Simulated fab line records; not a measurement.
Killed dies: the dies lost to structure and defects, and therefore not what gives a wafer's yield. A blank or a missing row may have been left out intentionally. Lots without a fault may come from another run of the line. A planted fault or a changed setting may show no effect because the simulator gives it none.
Which tool was responsible?    flow nand_harc    20 wafers sampled from 7 lots at 1 step of a route of 1159

## WHAT EACH GAUGE READ, for each wafer
NHARC_P_ZERO_WELL_CD_MEAS_11: the cd target is 500 nm.
lot   measured     on         cd_nm (nm)
L177  day 1 19:07  cd_sem-01  501.9 498.5 505.5
L179  day 2 07:07  cd_sem-03  497.2 501.2 503.1
L183  day 3 07:14  cd_sem-01  499.3 501.8 498.3
L187  day 4 07:18  cd_sem-01  499.7 502.3 502.2
L190  day 5 01:14  cd_sem-02  499.5 500.0 501.7
L194  day 6 01:07  cd_sem-02  506.6 502.7
L196  day 6 13:14  cd_sem-01  499.0 498.4 499.7

## WHAT TOOL EACH LOT RAN ON (gives the tool, then ch and the chambers of the sampled wafers, and finally the start)
The record holds no process step before these readings.

## THE ANSWER, worked out from the rows above alone
Rule: the usual values come from the lots themselves. Put in order of their means at a reading, lots are off if they are a third of the lots or fewer, leave a main group of 4 or more, and stand apart from it by a gap of 3 or more times the standard deviation of the main group's means; of several such gaps the widest counts. If all means in a main group match to the digits the tables above print for the reading, that group is not used. A lot without any number at a reading at which 4 lots or more have one is off too. Any other lot the step has rows for is counted as sound.
Across all readings shown, no lot is off: no conclusion can be drawn from this.

## WHAT THE SIMULATOR HAD INSERTED
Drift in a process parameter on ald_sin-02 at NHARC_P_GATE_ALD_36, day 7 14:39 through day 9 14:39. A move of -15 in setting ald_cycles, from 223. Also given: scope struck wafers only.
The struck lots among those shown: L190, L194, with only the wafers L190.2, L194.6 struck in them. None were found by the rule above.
